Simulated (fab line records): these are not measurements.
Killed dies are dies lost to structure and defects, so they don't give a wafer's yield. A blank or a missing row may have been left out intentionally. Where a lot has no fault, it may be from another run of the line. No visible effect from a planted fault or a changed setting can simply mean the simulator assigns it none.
Struck lot and sound lot, side by side    flow nandHarc    16 out of 1302 route steps
Sound: wafers L588.2, L588.5, L588.6. Struck: wafers L589.3, L589.5 (left out: L589.4, a lot-mate that was not struck); the cause follows at the end.
Per side, at each step with rows, come the tool, then ch with its chambers, and then its first start. Under that, the readings that differ: sound wafers    struck wafers    difference of the means    sigmas: that difference in standard deviations of wafers without a fault.
alike: same words and numbers on both sides, and readings whose means sit less than 2 such deviations apart. not compared: any withheld reading, any reading some wafer has no value for, any bound like >300 that may hide the same value, and any number with overlapping values for which the record gives no deviation.
A row with sigmas, a row that says differs or no value, or rows on one side alone: a step with any of these is where the two part. Numbers that don't overlap but have no deviation are shown without sigmas and don't part them. A reading missing from all wafers of one side parts the sides only when that side holds two or more wafers.

NHARC_P_M1_INSPECT_11:
  sound on defectInspect-02, day 12 12:04; struck on defectInspect-01, day 12 12:02
  alike: rawDefectCount
NHARC_P_M1_DESCUM_14: chemistry O2, time 3 s.
  sound on rieDiel-03 ch 0,2,3, day 12 12:08; struck on rieDiel-06 ch 0, day 12 12:05
  alike: drypumpMotorCurrentA, oesProductAu, rfVppV, showerheadPlenumPTorr, throttleValvePct
  not compared: rfHoursCounterH
NHARC_P_M1_ETCH_35: etches the open film in N2/H2, target depth 40 nm, overetch 12 nm, time 43.94 s.
  sound on rieDiel-03 ch 0,2,3, day 12 12:13; struck on rieDiel-06 ch 0,1, day 12 12:11
  alike: biasW, drypumpMotorCurrentA, oesProductAu, rfVppV, showerheadPlenumPTorr, throttleValvePct
  not compared: rfHoursCounterH
then, 1 step without rows for these wafers: NHARC_P_M1_ETCH_15 (etches the open film in C4F8/Ar, target depth 182.5 nm, time 91.2 s).
NHARC_P_M1_CD_MEAS_16:
  sound on cdSem-03, day 12 12:25; struck on cdSem-01, day 12 12:24
  alike: cdNm
NHARC_P_M1_STRIP_18: strips in N2/H2.
  sound on rieDiel-03 ch 0,1,3, day 12 12:33; struck on rieDiel-06 ch 1,3, day 12 12:31
  alike: drypumpMotorCurrentA, oesProductAu, rfVppV, showerheadPlenumPTorr, throttleValvePct
  not compared: rfHoursCounterH
then, 2 steps without rows for these wafers: NHARC_P_M1_ETCH_28 (etches the open film in CF4/N2, target depth 30 nm, time 72.99 s); NHARC_P_M1_STRIP_19 (strips in post etch residue remover, time 600 s).
NHARC_P_M1_DEGAS_29: time 60 s.
  sound on pvdSputter-02, day 12 13:09; struck on pvdSputter-03, day 12 13:06
  alike: heaterPowerW, susceptorTempC
then, 3 steps without rows for these wafers: NHARC_P_M1_PRE_CLEAN_30 (time 30 s); NHARC_P_M1_PVD_20 (deposits TaN, target thk 5 nm, time 8.06 s); NHARC_P_M1_PVD_21 (deposits Cu, target thk 30 nm, time 20.49 s).
NHARC_P_M1_ECD_22: material Cu, target thk 400 nm.
  sound on ecdCu-01 ch 0,1, day 12 13:30; struck on ecdCu-02 ch 0,1, day 12 13:34
NHARC_P_M1_ANNEAL_31: time 90 s.
  sound on rtpAnneal-02 ch 0, day 12 13:56; struck on rtpAnneal-01 ch 0, day 12 13:56
  alike: annealTempCMax, wafer_temp_C_max
NHARC_P_M1_CMP_23: polishes, t overpolish 20 s, target thk 157.82 nm.
  sound on cmp-01 ch 0,3, day 12 14:13; struck on cmp-02 ch 0,3, day 12 14:11
reading              sound           struck     difference  sigmas
timeToEndpointS (s)  33.4 32.1 34.8  14.0 12.3  -20.3       -8
  alike: edgeZonePressureFrac, motorCurrentA
NHARC_P_M1_THK_MEAS_24: measures by xrf.
  sound on filmMetro-02, day 12 14:32; struck on filmMetro-01, day 12 14:29
  alike: thkNm

WHERE THEY PART
Only at NHARC_P_M1_CMP_23, within this record. Later steps at which nothing parts them and some readings are alike: NHARC_P_M1_THK_MEAS_24.

WHY: whatever the simulator had introduced
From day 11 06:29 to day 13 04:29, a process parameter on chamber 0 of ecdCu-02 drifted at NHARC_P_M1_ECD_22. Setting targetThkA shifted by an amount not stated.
